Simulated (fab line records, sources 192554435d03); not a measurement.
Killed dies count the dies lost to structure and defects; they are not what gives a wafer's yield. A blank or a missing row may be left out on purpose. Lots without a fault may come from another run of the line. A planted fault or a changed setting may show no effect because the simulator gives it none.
fab line records | flow n5_finfet
[record] lots = 7 | wafers = 21
route steps=1938 shown BEOL_M10@1473 BEOL_M11@1536 BEOL_M13@1662 BEOL_M14@1742
start_h: hours from the record's first day to the start of the lot's first wafer shown | wait_h: how many hours have passed since the lot's step before this one | " repeats the value in the row above | L1.1+2: a single row standing in for several wafers | - no value, or no start given | * or withheld: withheld | < > ~ a bound
route shown NAME@n: names a module that has steps shown in the file, with the first one's number in the route | usual: mean/standard deviation taken from wafers without a fault | same: alike in all rows | chamber/n: place in a boat | sites: readings site by site | _std_site: standard deviation across them | _edge_site: the outer-site mean with the inner-site mean subtracted | radius_mm: for every site, how far away it sits from the centre of the wafer | mask NAME#n: copy n | behind: tool/chamber where the wafer was last shaped | hold: why the lot was held/for how many hours/how that ended | device: the transistor (n, p or np) that didn't switch | end of line: the same wafers' tests at the end of the route | a step given without rows: its recipe and nothing more | killed: not the wafer's yield, but the dies lost to structure and defects at the first sort | map: shows each die of a wafer: x if killed, . if not, _ if none is there
set.NAME: the setting that was run; set.NAME@STEP: the one run at that earlier step | model.NAME: the simulator's own value behind a step, which no gauge read
one table per step and one row per wafer, for lots whose settings were changed on purpose
[[steps]]
[step N5_BEOL_M10_PECVD_70]
[recipe] material = SiO2 | target_thk_a = 200 | temp_c = 400 | precursor = TEOS/O2 | pressure_torr = 5.5 | rf_w = 450 | teos_flow_sccm = 53.8 | gas = O2 | flow_sccm = 3000 | time_s = 22.7
lot.wafer | tool     | chamber | start_h | wait_h | set.time_s | model.SiO2_of_BEOL_M10_PECVD_70.thk_nm
L075.1    | pecvd-02 | 0       | 232.52  | 0.0    | 22.7       | 20
L075.2    | "        | 2       | "       | "      | 22.7       | 19.8
L075.4    | "        | 1       | "       | "      | 22.7       | 20.4
L079.3    | pecvd-04 | 0       | 244.66  | 0.0    | 19.65      | 17
L079.4    | "        | 0       | "       | "      | 22.7       | 19.8
L079.5    | "        | 2       | "       | "      | 22.7       | 20.2
L086.2    | pecvd-03 | 0       | 292.38  | 0.0    | 24.46      | 21.2
L086.4    | "        | 2       | "       | "      | 22.7       | 20.2
L086.6    | "        | 0       | "       | "      | 22.7       | 20
L087.3    | pecvd-03 | 0       | 301.72  | 0.0    | 22.7       | 19.8
L087.5+6  | "        | 1,2     | "       | "      | 19.89      | 17.4
L091.2    | pecvd-04 | 0       | 327.68  | 0.0    | 21.29      | 18.6
L091.3    | "        | 2       | "       | "      | 22.7       | 19.8
L091.4    | "        | 1       | "       | "      | 21.29      | 19.4
L096.3    | pecvd-02 | 1       | 352.04  | 0.0    | 22.7       | 20
L096.4    | "        | 0       | "       | "      | 22.7       | 20.2
L096.5    | "        | 2       | "       | "      | 21.58      | 18.8
L095.1    | pecvd-04 | 0       | 353.51  | 0.0    | 22.7       | 20
L095.4    | "        | 0       | "       | "      | 22.7       | 20.6
L095.5    | "        | 2       | "       | "      | 22.7       | 20.4
[step N5_BEOL_M10_COAT_59]
[recipe] resist = SOC | temp_c = 250 | time_s = 60 | spin_rpm = 1500 | resist_thk_nm = 100
lot.wafer  | tool           | chamber | start_h | wait_h | set.temp_c
L075.1+2+4 | litho_track-03 | 0       | 233.81  | 0.1    | 250
L079.3+4   | litho_track-03 | 0       | 245.08  | 0.1    | 244.8
L079.5     | "              | 0       | "       | "      | 250
L086.2+4+6 | litho_track-02 | 0       | 293.08  | 0.1    | 250
L087.3+6   | litho_track-02 | 0       | 303.34  | 0.1    | 238.9
L087.5     | "              | 0       | "       | "      | 250
L091.2+3+4 | litho_track-02 | 0       | 329.05  | 0.1    | 250
L096.3+5   | litho_track-03 | 0       | 353.99  | 0.1    | 250
L096.4     | "              | 0       | "       | "      | 242.5
L095.1     | litho_track-02 | 0       | 354.65  | 0.1    | 250
L095.4+5   | "              | 0       | "       | "      | 252.9
[step N5_BEOL_M10_COAT_60]
[recipe] resist = SiARC | temp_c = 220 | time_s = 60 | spin_rpm = 1500 | resist_thk_nm = 30
[step N5_BEOL_M10_COAT_05]
[recipe] resist = CAR-ArF | spin_rpm = 1500 | resist_thk_nm = 90
[step N5_BEOL_M10_STRIP_77]
[recipe] chemistry = N2/H2 | time_s = 10 | power_w = 450 | temp_c = 40 | pressure_mtorr = 20 | rf_frequency_hz = 6e+07 | bias_power_w = 7 | n2_flow_sccm = 200 | h2_flow_sccm = 200
[step N5_BEOL_M10_HM_STRIP_39]
[recipe] chemistry = peroxide_tin_strip | material = TiN | target_depth_a = 250 | temp_c = 50 | time_s = 158
lot.wafer | tool         | chamber | start_h | wait_h | set.time_s@BEOL_M10_PECVD_70 | model.SiO2_of_BEOL_M10_PECVD_70.thk_nm
L075.1    | wet_bench-03 | 4       | 236.57  | 0.0    | 22.7                         | 19.8
L075.2    | "            | 0       | "       | "      | 22.7                         | 19.6
L075.4    | "            | 1       | "       | "      | 22.7                         | 20.4
L079.3    | wet_bench-01 | 2       | 247.52  | 0.0    | 19.65                        | 16.8
L079.4    | "            | 1       | "       | "      | 22.7                         | 19.6
L079.5    | "            | 6       | "       | "      | 22.7                         | 20
L086.2    | wet_bench-03 | 2       | 298.53  | 0.0    | 24.46                        | 21
L086.4+6  | "            | 3,0     | "       | "      | 22.7                         | 20
L087.3    | wet_bench-06 | 0       | 306.13  | 0.0    | 22.7                         | 19.6
L087.5+6  | "            | 4,7     | "       | "      | 19.89                        | 17.4
L091.2    | wet_bench-01 | 7       | 331.16  | 0.0    | 21.29                        | 18.6
L091.3    | "            | 6       | "       | "      | 22.7                         | 19.8
L091.4    | "            | 4       | "       | "      | 21.29                        | 19.2
L096.3    | wet_bench-03 | 4       | 356.45  | 0.0    | 22.7                         | 19.8
L096.4    | "            | 3       | "       | "      | 22.7                         | 20.2
L096.5    | "            | 0       | "       | "      | 21.58                        | 18.6
L095.1    | wet_bench-01 | 6       | 356.62  | 0.0    | 22.7                         | 19.8
L095.4    | "            | 4       | "       | "      | 22.7                         | 20.4
L095.5    | "            | 3       | "       | "      | 22.7                         | 20.2
[step N5_BEOL_M11_ILD_DEP_00]
[recipe] material = SiCOH_lowk | target_thk_a = 3085.1 | temp_c = 300 | precursor = DEMS/porogen | pressure_torr = 5 | rf_w = 500 | time_s = 58
lot.wafer | tool     | chamber | start_h | wait_h | set.time_s | model.SiCOH_lowk_of_BEOL_M11_ILD_DEP_00.thk_nm
L075.1    | pecvd-02 | 1       | 239.25  | 0.0    | 58         | 305.6
L075.2    | "        | 2       | "       | "      | 58         | 306.6
L075.4    | "        | 0       | "       | "      | 58         | 310.4
L079.3    | pecvd-02 | 2       | 251.61  | 0.0    | 58         | 308
L079.4    | "        | 0       | "       | "      | 58         | 314.6
L079.5    | "        | 2       | "       | "      | 58         | 311
L086.2    | pecvd-01 | 2       | 301.16  | 0.0    | 58         | 307.6
L086.4    | "        | 2       | "       | "      | 50.78      | 275.4
L086.6    | "        | 1       | "       | "      | 58         | 311.4
L087.3    | pecvd-01 | 0       | 308.55  | 0.0    | 58         | 305
L087.5    | "        | 0       | "       | "      | 58         | 311
L087.6    | "        | 2       | "       | "      | 51.55      | 278.8
L091.2    | pecvd-02 | 2       | 333.91  | 0.0    | 49.34      | 262.8
L091.3    | "        | 0       | "       | "      | 58         | 308.6
L091.4    | "        | 1       | "       | "      | 58         | 307.6
L096.3    | pecvd-02 | 1       | 360.71  | 0.0    | 63.01      | 330.8
L096.4    | "        | 2       | "       | "      | 58         | 311.2
L096.5    | "        | 0       | "       | "      | 58         | 312
L095.1    | pecvd-02 | 0       | 361.39  | 0.0    | 49.53      | 259
L095.4    | "        | 0       | "       | "      | 49.53      | 265.6
L095.5    | "        | 2       | "       | "      | 49.53      | 262.6
[step N5_BEOL_M11_CURE_71]
[recipe] temp_c = 385 | time_s = 240 | ambient = He/Ar | material = SiCOH_lowk
lot.wafer | tool       | chamber | start_h | wait_h | set.time_s@BEOL_M11_ILD_DEP_00 | model.SiCOH_lowk_of_BEOL_M11_ILD_DEP_00.thk_nm
L075.1    | uv_cure-02 | 2       | 239.33  | 0.0    | 58                             | 265.4
L075.2    | "          | 2       | "       | "      | 58                             | 266.2
L075.4    | "          | 2       | "       | "      | 58                             | 269.6
L079.3    | uv_cure-03 | 1       | 252.01  | 0.4    | 58                             | 267.6
L079.4    | "          | 1       | "       | "      | 58                             | 273.4
L079.5    | "          | 1       | "       | "      | 58                             | 270.2
L086.2    | uv_cure-02 | 2       | 301.40  | 0.2    | 58                             | 267.2
L086.4    | "          | 2       | "       | "      | 50.78                          | 238.8
L086.6    | "          | 2       | "       | "      | 58                             | 270.6
L087.3    | uv_cure-02 | 1       | 308.95  | 0.4    | 58                             | 264.8
L087.5    | "          | 1       | "       | "      | 58                             | 270.2
L087.6    | "          | 1       | "       | "      | 51.55                          | 241.8
L091.2    | uv_cure-01 | 0       | 334.32  | 0.4    | 49.34                          | 227.8
L091.3    | "          | 0       | "       | "      | 58                             | 268
L091.4    | "          | 0       | "       | "      | 58                             | 267.2
L096.3    | uv_cure-03 | 2       | 360.99  | 0.3    | 63.01                          | 287.6
L096.4    | "          | 2       | "       | "      | 58                             | 270.4
L096.5    | "          | 2       | "       | "      | 58                             | 271
L095.1    | uv_cure-02 | 0       | 361.47  | 0.0    | 49.53                          | 224.4
L095.4    | "          | 0       | "       | "      | 49.53                          | 230
L095.5    | "          | 0       | "       | "      | 49.53                          | 227.6
[step N5_BEOL_M11_THK_MEAS_01]
[recipe] reads = SiCOH_lowk_of_BEOL_M11_ILD_DEP_00
[usual] M11_ILD_THK = 268/3
lot.wafer | tool          | chamber | start_h | wait_h | set.time_s@BEOL_M11_ILD_DEP_00 | M11_ILD_THK[nm]
L075.1    | film_metro-01 | -       | 239.84  | 0.4    | 58                             | 265
L075.2    | "             | -       | "       | "      | 58                             | 266
L075.4    | "             | -       | "       | "      | 58                             | 270
L079.3    | film_metro-01 | -       | 252.69  | 0.5    | 58                             | 268
L079.4    | "             | -       | "       | "      | 58                             | 273
L079.5    | "             | -       | "       | "      | 58                             | 270
L086.2    | film_metro-01 | -       | 302.23  | 0.7    | 58                             | 267
L086.4    | "             | -       | "       | "      | 50.78                          | 239
L086.6    | "             | -       | "       | "      | 58                             | 271
L087.3    | film_metro-01 | -       | 309.62  | 0.5    | 58                             | 265
L087.5    | "             | -       | "       | "      | 58                             | 270
L087.6    | "             | -       | "       | "      | 51.55                          | 242
L091.2    | film_metro-01 | -       | 334.75  | 0.4    | 49.34                          | 228
L091.3    | "             | -       | "       | "      | 58                             | 268
L091.4    | "             | -       | "       | "      | 58                             | 267
L096.3    | film_metro-02 | -       | 361.35  | 0.3    | 63.01                          | 287
L096.4    | "             | -       | "       | "      | 58                             | 271
L096.5    | "             | -       | "       | "      | 58                             | 271
L095.1    | film_metro-02 | -       | 361.98  | 0.4    | 49.53                          | 224
L095.4    | "             | -       | "       | "      | 49.53                          | 230
L095.5    | "             | -       | "       | "      | 49.53                          | 227
[step N5_BEOL_M11_ETCH_41]
[recipe] chemistry = CH3F/O2 | target = SiCN | target_depth_a = 426 | taper_deg = 2 | time_s = 86 | ion_energy_ev = 120 | mask_material = TiN | pressure_mtorr = 30 | source_w = 395 | bias_w = 75 | Ar_flow_sccm = 150 | CH3F_flow_sccm = 30 | O2_flow_sccm = 20
lot.wafer | tool        | chamber | start_h | wait_h | set.time_s | model.etch.depth_nm
L075.1    | rie_diel-04 | 0       | -       | -      | 86         | 32.34
L075.2    | "           | 2       | "       | "      | 86         | 32.28
L075.4    | "           | 0       | "       | "      | 86         | 32.46
L079.3    | rie_diel-04 | 1       | -       | -      | 70.59      | 27.26
L079.4    | "           | 3       | "       | "      | 86         | 32.45
L079.5    | "           | 0       | "       | "      | 86         | 32.4
L086.2    | rie_diel-04 | 0       | -       | -      | 86         | 32.21
L086.4    | "           | 1       | "       | "      | 86         | 33.58
L086.6    | "           | 2       | "       | "      | 86         | 33.05
L087.3    | rie_diel-01 | 1       | -       | -      | 97.82      | 38.15
L087.5    | "           | 1       | "       | "      | 86         | 33.25
L087.6    | "           | 2       | "       | "      | 97.82      | 38.12
L091.2    | rie_diel-04 | 3       | -       | -      | 86         | 32.91
L091.3    | "           | 1       | "       | "      | 77.95      | 30.19
L091.4    | "           | 0       | "       | "      | 77.95      | 28.83
L096.3    | rie_diel-01 | 3       | -       | -      | 86         | 32.89
L096.4    | "           | 1       | "       | "      | 86         | 33.2
L096.5    | "           | 2       | "       | "      | 86         | 33.29
L095.1    | rie_diel-03 | 2       | -       | -      | 86         | 32.52
L095.4    | "           | 0       | "       | "      | 86         | 32.28
L095.5    | "           | 2       | "       | "      | 86         | 32.42
[step N5_BEOL_M11_ALD_74]
[recipe] material = TaN | target_thk_a = 20 | temp_c = 275 | ald_precursor_family = PDMAT | ald_co_reactant = NH3 | pressure_torr = 3 | carrier_flow_sccm = 1500 | pulse_time_s = 2 | purge_time_s = 3 | co_reactant_purge_time_s = 2 | co_reactant_pulse_time_s = 3 | ald_cycles = 40 | precursor_vessel_temp_c = 75 | precursor_vessel_pressure_torr = 26.25 | precursor_vessel_carrier_sccm = 1000
lot.wafer  | tool         | chamber | start_h | wait_h | set.ald_cycles | model.TaN_of_BEOL_M11_ALD_74.thk_nm
L075.1+2+4 | ald_metal-04 | 3,1,0   | 244.49  | 0.0    | 40             | 2
L079.3     | ald_metal-01 | 2       | 256.14  | 0.1    | 34             | 1.8
L079.4     | "            | 0       | "       | "      | 34             | 1.6
L079.5     | "            | 0       | "       | "      | 40             | 2
L086.2+6   | ald_metal-01 | 0,1     | 306.65  | 0.0    | 47             | 2.4
L086.4     | "            | 1       | "       | "      | 40             | 2
L087.3+5+6 | ald_metal-01 | 1,1,2   | 315.12  | 0.0    | 40             | 2
L091.2+3   | ald_metal-04 | 1,3     | 341.18  | 0.1    | 45             | 2.2
L091.4     | "            | 2       | "       | "      | 40             | 2
L096.3+4+5 | ald_metal-03 | 3,2,1   | 368.15  | 0.0    | 40             | 2
L095.1     | ald_metal-04 | 0       | 368.61  | 0.1    | 34             | 1.6
L095.4+5   | "            | 0,1     | "       | "      | 40             | 2
[step N5_BEOL_M13_COAT_04]
[recipe] spin_rpm = 1625 | resist_thk_nm = 400
lot.wafer | tool           | chamber | start_h | wait_h | set.spin_rpm | model.coat_of_BEOL_M13_COAT_04.thk_nm
L075.1    | litho_track-02 | 0       | -       | -      | 1625         | 399.2
L075.2    | "              | 0       | "       | "      | 1625         | 399.8
L075.4    | "              | 0       | "       | "      | 1625         | 398
L079.3    | litho_track-01 | 0       | -       | -      | 1625         | 400.6
L079.4    | "              | 0       | "       | "      | 1625         | 400.4
L079.5    | "              | 0       | "       | "      | 1625         | 400
L086.2    | litho_track-02 | 0       | -       | -      | 1625         | 402.2
L086.4    | "              | 0       | "       | "      | 1625         | 401.6
L086.6    | "              | 0       | "       | "      | 1562         | 409.6
L087.3    | litho_track-05 | 0       | -       | -      | 1625         | 400
L087.5    | "              | 0       | "       | "      | 1625         | 399.4
L087.6    | "              | 0       | "       | "      | 1625         | 398.2
L091.2+3  | litho_track-01 | 0       | -       | -      | 1625         | 399.4
L091.4    | "              | 0       | "       | "      | 1625         | 400.6
L096.3    | litho_track-05 | 0       | -       | -      | 1625         | 398
L096.4    | "              | 0       | "       | "      | 1804         | 378.4
L096.5    | "              | 0       | "       | "      | 1804         | 379
L095.1    | litho_track-05 | 0       | -       | -      | 1533         | 411
L095.4    | "              | 0       | "       | "      | 1625         | 400.2
L095.5    | "              | 0       | "       | "      | 1625         | 400
[step N5_BEOL_M13_EXPOSE_07]
[recipe] mask_id = V12 | na = 0.93 | source_shape = conventional | sigma_outer = 0.6 | polarization = unpolarized | attpsm_phase_deg = 180 | dose_mj = 24.8
lot.wafer  | tool           | chamber | start_h | wait_h | mask  | set.dose_mj
L075.1+2+4 | krf_scanner-02 | 0       | 254.04  | -      | V12#0 | 24.8
L079.3+4+5 | krf_scanner-02 | 0       | 263.64  | -      | V12#0 | 24.8
L086.2+4+6 | krf_scanner-02 | 0       | 313.33  | -      | V12#0 | 24.8
L087.3     | krf_scanner-01 | 0       | 326.31  | -      | V12#0 | 24.8
L087.5+6   | "              | 0       | "       | "      | V12#0 | 23.12
L091.2+4   | krf_scanner-01 | 0       | 349.34  | -      | V12#0 | 26.51
L091.3     | "              | 0       | "       | "      | V12#0 | 24.8
L096.3+4+5 | krf_scanner-02 | 0       | 382.05  | -      | V12#0 | 24.8
L095.1+4+5 | krf_scanner-02 | 0       | 382.30  | -      | V12#0 | 24.8
[step N5_BEOL_M13_PEB_08]
[recipe] peb_temp_c = 130 | peb_time_s = 90
[step N5_BEOL_M13_DEVELOP_09]
[recipe] develop_time_s = 45 | rinse_liquid = diw | dry = air_spin | dev_temp_c = 21
[step N5_BEOL_M13_HARDBAKE_14]
[recipe] temp_c = 130 | time_s = 120
[step N5_BEOL_M13_CD_MEAS_10]
[recipe] target_cd_nm = 190 | landing_energy_ev = 500 | detector = se_inlens | polarity = opening
[usual] cd_nm = 189.9/1.4
lot.wafer | tool      | chamber | start_h | wait_h | set.dose_mj@BEOL_M13_EXPOSE_07 | cd_nm
L075.1    | cd_sem-01 | 0       | 254.21  | -      | 24.8                           | 188.5
L075.2    | "         | 0       | "       | "      | 24.8                           | 187.2
L075.4    | "         | 0       | "       | "      | 24.8                           | 188.3
L079.3    | cd_sem-02 | 0       | 263.80  | -      | 24.8                           | 189.4
L079.4    | "         | 0       | "       | "      | 24.8                           | 190.0
L079.5    | "         | 0       | "       | "      | 24.8                           | 189.9
L086.2    | cd_sem-02 | 0       | 313.50  | -      | 24.8                           | 190.0
L086.4    | "         | 0       | "       | "      | 24.8                           | 190.0
L086.6    | "         | 0       | "       | "      | 24.8                           | 190.0
L087.3    | cd_sem-03 | 0       | 326.48  | -      | 24.8                           | 191.7
L087.5    | "         | 0       | "       | "      | 23.12                          | 184.6
L087.6    | "         | 0       | "       | "      | 23.12                          | 184.4
L091.2    | cd_sem-03 | 0       | 349.51  | -      | 26.51                          | 197.8
L091.3    | "         | 0       | "       | "      | 24.8                           | 190.1
L091.4    | "         | 0       | "       | "      | 26.51                          | 198.5
L096.3    | cd_sem-03 | 0       | 382.22  | -      | 24.8                           | 188.5
L096.4    | "         | 0       | "       | "      | 24.8                           | 189.2
L096.5    | "         | 0       | "       | "      | 24.8                           | 187.9
L095.1    | cd_sem-03 | 0       | 382.47  | -      | 24.8                           | 188.2
L095.4    | "         | 0       | "       | "      | 24.8                           | 187.9
L095.5    | "         | 0       | "       | "      | 24.8                           | 187.3
[step N5_BEOL_M13_DESCUM_15]
[recipe] chemistry = O2 | time_s = 7.9 | source_power_w = 50 | bias_power_w = 20 | pressure_mtorr = 20 | rf_frequency_hz = 2.712e+07 | temp_c = 40 | o2_flow_sccm = 225
[step N5_BEOL_M13_ETCH_59]
[recipe] chemistry = N2/H2 | target = BARC | target_depth_a = 890 | overetch_a = 267 | time_s = 67.9 | ion_energy_ev = 200 | pressure_mtorr = 30 | source_w = 840 | bias_w = 150 | n2_flow_sccm = 200 | h2_flow_sccm = 200
lot.wafer | tool        | chamber | start_h | wait_h | set.spin_rpm@BEOL_M13_COAT_04 | model.coat_of_BEOL_M13_COAT_04.thk_nm
L075.1    | rie_diel-01 | 3       | 254.34  | 0.0    | 1625                          | 316.8
L075.2    | "           | 2       | "       | "      | 1625                          | 315
L075.4    | "           | 1       | "       | "      | 1625                          | 314.4
L079.3    | rie_diel-01 | 0       | 263.92  | 0.0    | 1625                          | 316
L079.4    | "           | 3       | "       | "      | 1625                          | 317.8
L079.5    | "           | 2       | "       | "      | 1625                          | 315
L086.2    | rie_diel-04 | 1       | 313.62  | 0.0    | 1625                          | 318.4
L086.4    | "           | 0       | "       | "      | 1625                          | 319.6
L086.6    | "           | 1       | "       | "      | 1562                          | 325
L087.3    | rie_diel-04 | 3       | 326.60  | 0.0    | 1625                          | 315.4
L087.5    | "           | 2       | "       | "      | 1625                          | 317
L087.6    | "           | 1       | "       | "      | 1625                          | 313.8
L091.2    | rie_diel-04 | 0       | 350.01  | 0.0    | 1625                          | 316.4
L091.3    | "           | 1       | "       | "      | 1625                          | 313.8
L091.4    | "           | 3       | "       | "      | 1625                          | 315.6
L096.3    | rie_diel-01 | 3       | 382.34  | 0.0    | 1625                          | 316
L096.4    | "           | 2       | "       | "      | 1804                          | 294
L096.5    | "           | 3       | "       | "      | 1804                          | 297.8
L095.1    | rie_diel-04 | 0       | 382.59  | 0.0    | 1533                          | 328.4
L095.4    | "           | 3       | "       | "      | 1625                          | 315.2
L095.5    | "           | 2       | "       | "      | 1625                          | 317
[step N5_BEOL_M13_VIA_ETCH_16]
[recipe] chemistry = C4F8/O2/Ar | target = SiOC | pressure_mtorr = 30 | source_w = 3000 | bias_w = 700 | Ar_flow_sccm = 400 | C4F8_flow_sccm = 15 | O2_flow_sccm = 8 | he_inner_torr = 15 | he_outer_torr = 30 | target_depth_a = 9217 | time_s = withheld | ion_energy_ev = 250 | ends = cleared
lot.wafer | tool        | chamber | start_h | wait_h | set.spin_rpm@BEOL_M13_COAT_04 | model.coat_of_BEOL_M13_COAT_04.thk_nm
L075.1    | rie_diel-01 | 3       | 254.39  | 0.0    | 1625                          | 71.2
L075.2    | "           | 2       | "       | "      | 1625                          | 69.4
L075.4    | "           | 1       | "       | "      | 1625                          | 65.4
L079.3    | rie_diel-01 | 0       | 263.98  | 0.0    | 1625                          | 67.2
L079.4    | "           | 3       | "       | "      | 1625                          | 64.6
L079.5    | "           | 2       | "       | "      | 1625                          | 67
L086.2    | rie_diel-04 | 1       | 313.67  | 0.0    | 1625                          | 71.6
L086.4    | "           | 0       | "       | "      | 1625                          | 71.2
L086.6    | "           | 1       | "       | "      | 1562                          | 74.8
L087.3    | rie_diel-04 | 3       | 326.65  | 0.0    | 1625                          | 63.6
L087.5    | "           | 2       | "       | "      | 1625                          | 63.2
L087.6    | "           | 1       | "       | "      | 1625                          | 57.6
L091.2    | rie_diel-04 | 0       | 350.06  | 0.0    | 1625                          | 70.2
L091.3    | "           | 1       | "       | "      | 1625                          | 68.8
L091.4    | "           | 3       | "       | "      | 1625                          | 65.8
L096.3    | rie_diel-01 | 3       | 382.39  | 0.0    | 1625                          | 70.6
L096.4    | "           | 2       | "       | "      | 1804                          | 47
L096.5    | "           | 3       | "       | "      | 1804                          | 50.8
L095.1    | rie_diel-04 | 0       | 382.65  | 0.0    | 1533                          | 86.4
L095.4    | "           | 3       | "       | "      | 1625                          | 71.6
L095.5    | "           | 2       | "       | "      | 1625                          | 70.4
[step N5_BEOL_M13_STRIP_63]
[recipe] chemistry = N2/H2 | power_w = 1000 | temp_c = 250 | h2_frac = 0.65 | overash_fraction = 0.3 | pressure_mtorr = 1000 | n2_flow_sccm = 1750 | h2_flow_sccm = 3250
[usual] strip_time_to_endpoint_s = 27.4/0.98
lot.wafer | tool            | chamber | start_h | wait_h | set.spin_rpm@BEOL_M13_COAT_04 | strip_time_to_endpoint_s
L075.1    | plasma_asher-01 | 0       | 254.62  | -      | 1625                          | 28.0
L075.2    | "               | 1       | "       | "      | 1625                          | 27.5
L075.4    | "               | 0       | "       | "      | 1625                          | 26.3
L079.3    | plasma_asher-01 | 0       | 264.23  | -      | 1625                          | 26.8
L079.4    | "               | 1       | "       | "      | 1625                          | 26.0
L079.5    | "               | 0       | "       | "      | 1625                          | 26.8
L086.2    | plasma_asher-01 | 0       | 313.91  | -      | 1625                          | 28.1
L086.4    | "               | 0       | "       | "      | 1625                          | 28.0
L086.6    | "               | 0       | "       | "      | 1562                          | 29.0
L087.3    | plasma_asher-01 | 0       | 326.91  | -      | 1625                          | 25.8
L087.5    | "               | 1       | "       | "      | 1625                          | 25.6
L087.6    | "               | 0       | "       | "      | 1625                          | 23.9
L091.2    | plasma_asher-02 | 1       | 350.30  | -      | 1625                          | 27.8
L091.3    | "               | 1       | "       | "      | 1625                          | 27.3
L091.4    | "               | 0       | "       | "      | 1625                          | 26.4
L096.3    | plasma_asher-02 | 1       | 382.64  | -      | 1625                          | 27.9
L096.4    | "               | 0       | "       | "      | 1804                          | 20.6
L096.5    | "               | 0       | "       | "      | 1804                          | 21.9
L095.1    | plasma_asher-02 | 1       | 382.88  | -      | 1533                          | 32.4
L095.4    | "               | 1       | "       | "      | 1625                          | 28.2
L095.5    | "               | 1       | "       | "      | 1625                          | 27.8
[step N5_BEOL_M13_STRIP_64]
[recipe] chemistry = N2/H2 | power_w = 1000 | temp_c = 250 | h2_frac = 0.65 | overash_fraction = 0.3 | pressure_mtorr = withheld | n2_flow_sccm = 1750 | h2_flow_sccm = 3250
[step N5_BEOL_M13_STRIP_71]
[recipe] chemistry = post_etch_residue_remover | time_s = 60 | temp_c = 25 | remover_ph = withheld | remover_water_wt_pct = withheld | remover_fluoride_wt_pct = withheld
[step N5_BEOL_M13_SRD_72]
[recipe] time_s = 30 | temp_c = 23 | rinse_liquid = diw | dry = n2_spin | spin_rpm = 1500 | dry_time_s = 30
[step N5_BEOL_M13_CD_MEAS_17]
[recipe] target_cd_nm = 190 | polarity = opening
[usual] cd_nm = 190.5/1.6
lot.wafer | tool      | chamber | start_h | wait_h | set.dose_mj@BEOL_M13_EXPOSE_07 | cd_nm
L075.1    | cd_sem-03 | -       | 254.83  | 0.0    | 24.8                           | 188.1
L075.2    | "         | -       | "       | "      | 24.8                           | 187.1
L075.4    | "         | -       | "       | "      | 24.8                           | 189.7
L079.3    | cd_sem-02 | -       | 264.42  | 0.0    | 24.8                           | 190.5
L079.4    | "         | -       | "       | "      | 24.8                           | 191.0
L079.5    | "         | -       | "       | "      | 24.8                           | 191.1
L086.2    | cd_sem-01 | -       | 314.12  | 0.0    | 24.8                           | 190.4
L086.4    | "         | -       | "       | "      | 24.8                           | 188.8
L086.6    | "         | -       | "       | "      | 24.8                           | 190.5
L087.3    | cd_sem-02 | -       | 327.10  | 0.0    | 24.8                           | 193.7
L087.5    | "         | -       | "       | "      | 23.12                          | 184.9
L087.6    | "         | -       | "       | "      | 23.12                          | 184.9
L091.2    | cd_sem-01 | -       | 350.50  | 0.0    | 26.51                          | 197.1
L091.3    | "         | -       | "       | "      | 24.8                           | 190.5
L091.4    | "         | -       | "       | "      | 26.51                          | 199.2
L096.3    | cd_sem-01 | -       | 382.83  | 0.0    | 24.8                           | 189.0
L096.4    | "         | -       | "       | "      | 24.8                           | 189.3
L096.5    | "         | -       | "       | "      | 24.8                           | 188.0
L095.1    | cd_sem-02 | -       | 383.09  | 0.0    | 24.8                           | 188.9
L095.4    | "         | -       | "       | "      | 24.8                           | 189.0
L095.5    | "         | -       | "       | "      | 24.8                           | 188.0
[step N5_BEOL_M14_EXPOSE_25]
[recipe] mask_id = M14 | na = 0.8 | source_shape = annular | sigma_inner = 0.5 | sigma_outer = 0.8 | polarization = unpolarized | target_cd_nm = 280 | dose_mj = 26.6
lot.wafer  | tool           | chamber | start_h | wait_h | mask  | set.dose_mj
L075.1+2+4 | krf_scanner-02 | 0       | 268.59  | -      | M14#0 | 26.6
L079.3+4+5 | krf_scanner-01 | 0       | 271.11  | -      | M14#0 | 26.6
L086.2+4+6 | krf_scanner-01 | 0       | 319.08  | -      | M14#0 | 26.6
L087.3+5+6 | krf_scanner-02 | 0       | 333.91  | -      | M14#0 | 26.6
L091.2+4   | krf_scanner-02 | 0       | 358.05  | -      | M14#0 | 26.6
L091.3     | "              | 0       | "       | "      | M14#0 | 27.44
L096.3+4+5 | krf_scanner-01 | 0       | 389.35  | -      | M14#0 | 26.6
L095.1+5   | krf_scanner-01 | 0       | 389.57  | -      | M14#0 | 26.6
L095.4     | "              | 0       | "       | "      | M14#0 | 25.07
[[key]]
[split] step = N5_BEOL_M10_PECVD_70 | setting = time_s | stated = 22.7 | by = wafer
[response] step = N5_BEOL_M10_PECVD_70 | reading = model.SiO2_of_BEOL_M10_PECVD_70.thk_nm | change = +0.197 | per = 1% | r = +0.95
[response] step = N5_BEOL_M10_HM_STRIP_39 | reading = model.SiO2_of_BEOL_M10_PECVD_70.thk_nm | change = +0.192 | per = 1% | r = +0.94
[split] step = N5_BEOL_M10_COAT_59 | setting = temp_c | stated = 250 | by = wafer
response none clear
[split] step = N5_BEOL_M11_ILD_DEP_00 | setting = time_s | stated = 58 | by = wafer
[response] step = N5_BEOL_M11_ILD_DEP_00 | reading = model.SiCOH_lowk_of_BEOL_M11_ILD_DEP_00.thk_nm | change = +2.76 | per = 1% | r = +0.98
[response] step = N5_BEOL_M11_CURE_71 | reading = model.SiCOH_lowk_of_BEOL_M11_ILD_DEP_00.thk_nm | change = +2.43 | per = 1% | r = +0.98
[response] step = N5_BEOL_M11_THK_MEAS_01 | reading = M11_ILD_THK | change = +2.44 | per = 1% | r = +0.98
[split] step = N5_BEOL_M11_ETCH_41 | setting = time_s | stated = 86 | by = wafer
[response] step = N5_BEOL_M11_ETCH_41 | reading = model.etch.depth_nm | change = +0.32 | per = 1% | r = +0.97
[split] step = N5_BEOL_M11_ALD_74 | setting = ald_cycles | stated = 40 | by = wafer
[response] step = N5_BEOL_M11_ALD_74 | reading = model.TaN_of_BEOL_M11_ALD_74.thk_nm | change = +0.0219 | per = 1% | r = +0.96
[split] step = N5_BEOL_M13_COAT_04 | setting = spin_rpm | stated = 1625 | by = wafer
[response] step = N5_BEOL_M13_COAT_04 | reading = model.coat_of_BEOL_M13_COAT_04.thk_nm | change = -1.81 | per = 1% | r = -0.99
[response] step = N5_BEOL_M13_ETCH_59 | reading = model.coat_of_BEOL_M13_COAT_04.thk_nm | change = -1.87 | per = 1% | r = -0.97
[response] step = N5_BEOL_M13_VIA_ETCH_16 | reading = model.coat_of_BEOL_M13_COAT_04.thk_nm | change = -2.02 | per = 1% | r = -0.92
[response] step = N5_BEOL_M13_STRIP_63 | reading = strip_time_to_endpoint_s | change = * | per = 1% | r = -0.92
[split] step = N5_BEOL_M13_EXPOSE_07 | setting = dose_mj | stated = 24.8 | by = wafer
[response] step = N5_BEOL_M13_CD_MEAS_10 | reading = cd_nm | change = +1.12 | per = 1% | r = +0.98
[response] step = N5_BEOL_M13_CD_MEAS_17 | reading = cd_nm | change = +1.2 | per = 1% | r = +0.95
[split] step = N5_BEOL_M14_EXPOSE_25 | setting = dose_mj | stated = 26.6 | by = wafer
response none in this file
